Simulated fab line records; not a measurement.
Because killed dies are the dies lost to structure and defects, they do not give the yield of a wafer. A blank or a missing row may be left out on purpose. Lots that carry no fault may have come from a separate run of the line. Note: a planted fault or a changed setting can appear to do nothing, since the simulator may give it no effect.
Chamber matching | flow n5 finfet | 4 sister chambers for N5_FIN_CUT_STRIP_22 on rie diel-02
The step strips in N2/H2. 4 wafers are shown with their chamber, then 8 later ones without.

WAFERS, EACH WITH ITS CHAMBER
wafer  | chamber | showerhead plenum p Torr (Torr)
L080.2 | 1       | 3.20
L083.1 | 0       | 3.50
L083.2 | 2       | 3.17
L093.2 | 3       | 3.50

WAFERS MISSING THEIR CHAMBER
wafer  | showerhead plenum p Torr (Torr)
L093.4 | 3.19
L093.6 | 3.48
L095.1 | 3.48
L095.3 | 3.50
L095.4 | 3.50
L096.1 | 3.48
L096.2 | 3.50
L096.3 | 3.18

WHICH CHAMBER EACH ONE RAN IN
wafer  | from the rows above     | in truth
L093.4 | can't be placed: 1 or 2 | 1
L093.6 | can't be placed: 0 or 3 | 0
L095.1 | can't be placed: 0 or 3 | 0
L095.3 | can't be placed: 0 or 3 | 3
L095.4 | can't be placed: 0 or 3 | 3
L096.1 | can't be placed: 0 or 3 | 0
L096.2 | can't be placed: 0 or 3 | 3
L096.3 | can't be placed: 2 or 1 | 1
0 of 8 placed correctly. Cannot be placed on the basis of these rows: 8; the candidates contain the true chamber in 8. Placed wrongly: 0.
How it was worked out, from the rows above alone: a wafer's distance from a chamber is the root of the sum, over the readings, of the square of ((its reading less the chamber's mean) divided by the reading's scatter). The wafer belongs to the nearest chamber; if the next one is less than 2 further off, it can't be placed. For every chamber, the mean is computed from those of its wafers that are shown. The scatter (one wafer shown for each chamber): square how far every hidden wafer sits from the nearest shown wafer, average those squares and take the square root.
